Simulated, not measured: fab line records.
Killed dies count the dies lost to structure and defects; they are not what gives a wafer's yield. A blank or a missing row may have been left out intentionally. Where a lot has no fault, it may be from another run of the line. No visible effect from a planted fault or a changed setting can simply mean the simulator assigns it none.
A struck lot beside a sound one :: flow n5 finfet :: 39 out of 1938 route steps
Sound: wafers L759.1, L759.5, L759.6. Struck: wafer L776.6 (left out: L776.2, L776.5 of the same lot, which were not struck); the cause appears at the end.
At each step with rows: each side's tool, then ch and its chambers, then its first start. Under that, the readings that differ: sound wafers :: struck wafers :: difference of the means :: sigmas: that difference in standard deviations of wafers without a fault.
alike: words and numbers the same on both sides, and readings whose means are apart by under 2 such deviations; not compared: readings that were withheld, readings missing a value for some wafer, numbers with overlapping values and no deviation given by the record, and bounds like >300 which may hide the same value.
The two part at a step that has a row with sigmas, a row that says differs or no value, or rows on one side only. Numbers that don't overlap but have no deviation are shown without sigmas and don't part them. A reading that every wafer of one side lacks parts them only if that side has two wafers or more.

first, 10 steps without rows for these wafers: N5_FIN_SAQP_DESCUM_21 (chemistry O2, time 7.9 s); N5_FIN_SAQP_ETCH_51 (etches SiARC in CF4, target depth 45.5 nm, time 75.8 s); N5_FIN_SAQP_ETCH_52 (etches SOC in N2/H2, target depth 100 nm, overetch 20 nm, time 150 s); N5_FIN_SAQP_STRIP_53 (strips in N2/H2); N5_FIN_SAQP_HM_OPEN_73 (chemistry CHF3/O2, target SiO2, stops on a-Si, target depth 12 nm, time 16.8 s); N5_FIN_SAQP_STRIP_74 (strips in CHF3/O2); N5_FIN_SAQP_MANDREL_ETCH_22 (etches a-Si in HBr/Cl2, stops on SiNx, target depth 60 nm, bt time 10 s, time 30 s); N5_FIN_SAQP_STRIP_55 (strips in N2/H2); N5_FIN_SAQP_STRIP_23 (strips in SPM, time 750 s); N5_FIN_SAQP_SRD_66 (time 30 s).
N5_FIN_SAQP_RECESS_75: chemistry HF/NH3, target SiO2, target depth 14.4 nm, afs cycles 3, sublimation time 60 s.
  sound on vapor etch-02 ch 0,1, day 2 17:44; struck on vapor etch-02 ch 1, day 6 22:46
  alike: drypump motor current A
then, 23 steps without rows for these wafers: N5_FIN_SAQP_SPACER1_ALD_24 (deposits SiO2, target thk 20.3 nm, pulse time 1 s, purge time 2 s); N5_FIN_SAQP_SPACER1_ETCHBACK_25 (etches SiO2 in CHF3/O2, target depth 24.4 nm, time 12.2 s); N5_FIN_SAQP_MANDREL1_REMOVE_56 (chemistry HBr/Cl2/O2, target a-Si, stops on SiNx, bt time 10 s); N5_FIN_SAQP_ETCH_57 (etches SiNx in CH3F/O2, target depth 32.5 nm, time 46.4 s); N5_FIN_SAQP_ETCH_65 (etches SiO2 in CF4, target depth 4 nm, time 4.4 s); N5_FIN_SAQP_MANDREL_ETCH_58 (etches a-Si in HBr/Cl2, stops on SiNx, target depth 45 nm, bt time 10 s, time 27 s); N5_FIN_SAQP_RECESS_63 (chemistry HF/NH3, target SiO2, target depth 18 nm, afs cycles 3, sublimation time 60 s); N5_FIN_SAQP_COAT_68 (time 60 s, resist thk 100 nm); N5_FIN_SAQP_ETCH_69 (etches SOC in N2/H2, stops on SiNx, target depth 150 nm); N5_FIN_SAQP_ETCH_67 (etches SiNx in CH3F/O2, target depth 30 nm); N5_FIN_SAQP_STRIP_70 (strips in N2/H2); N5_FIN_SAQP_RECESS_71 (chemistry HF/NH3, target SiO2, target depth 3 nm, afs cycles 1, sublimation time 60 s); N5_FIN_SAQP_SPACER2_ALD_28 (deposits SiO2, target thk 8.1 nm, pulse time 1 s, purge time 2 s); N5_FIN_SAQP_SPACER2_ETCHBACK_29 (etches SiO2 in CHF3/O2, target depth 12.2 nm, time 6.1 s); N5_FIN_SAQP_MANDREL2_REMOVE_60 (chemistry HBr/Cl2/O2, target a-Si, stops on SiNx, bt time 10 s); N5_FIN_SAQP_HM_OPEN_33 (chemistry CH3F/O2, target SiNx, target depth 49.4 nm, time 70.6 s); N5_FIN_SAQP_ETCH_34 (etches SiO2 in C4F6/O2, target depth 45 nm, time 15 s); N5_FIN_SAQP_STRIP_77 (strips in N2/H2, time 90 s); N5_FIN_SAQP_ETCH_64 (etches SiO2 in CF4, target depth 1.5 nm); N5_FIN_SAQP_FIN_ETCH_36 (etches the open film in HBr/Cl2/O2, target depth 120 nm, time 50.4 s); N5_FIN_SAQP_PRECLEAN_38 (cleans in O3/DIW, time 45 s); N5_FIN_SAQP_PRECLEAN_45 (cleans in dHF, time 10 s); N5_FIN_SAQP_SRD_39 (time 30 s).
N5_FIN_SAQP_INSPECT_40: inspects for defects (brightfield).
  sound on defect inspect-02 at day 2 21:39; struck on defect inspect-01 at day 7 02:48
reading: raw defect count
sound: 132 242 202
struck: 524
difference: +332
sigmas: +5
N5_FIN_CUT_INSPECT_10: inspects for defects (brightfield).
  sound on defect inspect-02 at day 2 22:02; struck on defect inspect-02 at day 7 03:19
reading: raw defect count
sound: 32 54 34
struck: 335
difference: +295
sigmas: +27
N5_FIN_CUT_INSPECT_17: inspects for defects (brightfield).
  sound on defect inspect-02 at day 2 22:59; struck on defect inspect-02 at day 7 04:16
reading: raw defect count
sound: 149 276 191
struck: 535
difference: +330
sigmas: +5
-- here the record skips 6 days between the struck wafers' starts before and after, leaving off in module FIN_CUT and picking up in module BEOL_M4 (first step shown: number 1111 of the route) --
N5_BEOL_M4_RC_MEAS_101:
  sound on prober-02 ch 0, day 8 15:33; struck on prober-02 ch 0, day 13 09:04
reading: DIBL_N (mV/V)
sound: 39.3 37.5 37.5
struck: 34.5
difference: -3.6
sigmas: -3

reading: IOFF_N (nA/um)
sound: 0.204 0.157 0.174
struck: 0.126
difference: -0.052
sigmas: -2

reading: IOFF_P (nA/um)
sound: 0.276 0.220 0.225
struck: 0.186
difference: -0.054
sigmas: -2

reading: SS_P (mV/dec)
sound: 74.4 74.5 74.0
struck: 73.0
difference: -1.3
sigmas: -2

reading: VT_P (mV)
sound: -245.4 -245.8 -248.4
struck: -252.6
difference: -6.1
sigmas: -2
  alike: DIBL_P, ION_N, ION_P, SS_N, VT_N
-- record jumps: 4 days separate the struck wafers' starts on either side; left off in module BEOL_M4, taken up again in module PASSIVATION, whose first shown step is the route's number 1936 --
N5_PASSIVATION_PROBE_49:
  sound on prober-02 at day 12 21:32; struck on prober-01 at day 17 17:41
reading: defect limited yield (%)
sound: 89.5 91.1 90.3
struck: 84.1
difference: -6.2
sigmas: -4

reading: killed at front end
sound: 63 24 44
struck: 120
difference: +76
sigmas: +7

reading: killed dies
sound: 124 105 114
struck: 188
difference: +74
sigmas: +5

reading: sort_bin_5_function (%)
sound: 6.4 5.7 5.6
struck: 11.3
difference: +5.4
sigmas: +6

reading: sort n pass
sound: 1056 1075 1066
struck: 992
difference: -74
sigmas: -5

reading: sort yield pct (%)
sound: 89.5 91.1 90.3
struck: 84.1
difference: -6.2
sigmas: -4
  alike: killed_at_M0_to_M3, killed_at_M4_up, killed at contacts, killed at other, killed open, killed short, sort_bin_6_memory

WHERE THEY PART
First at N5_FIN_SAQP_INSPECT_40; last, within this record, at N5_PASSIVATION_PROBE_49.

WHY: the cause the simulator had injected
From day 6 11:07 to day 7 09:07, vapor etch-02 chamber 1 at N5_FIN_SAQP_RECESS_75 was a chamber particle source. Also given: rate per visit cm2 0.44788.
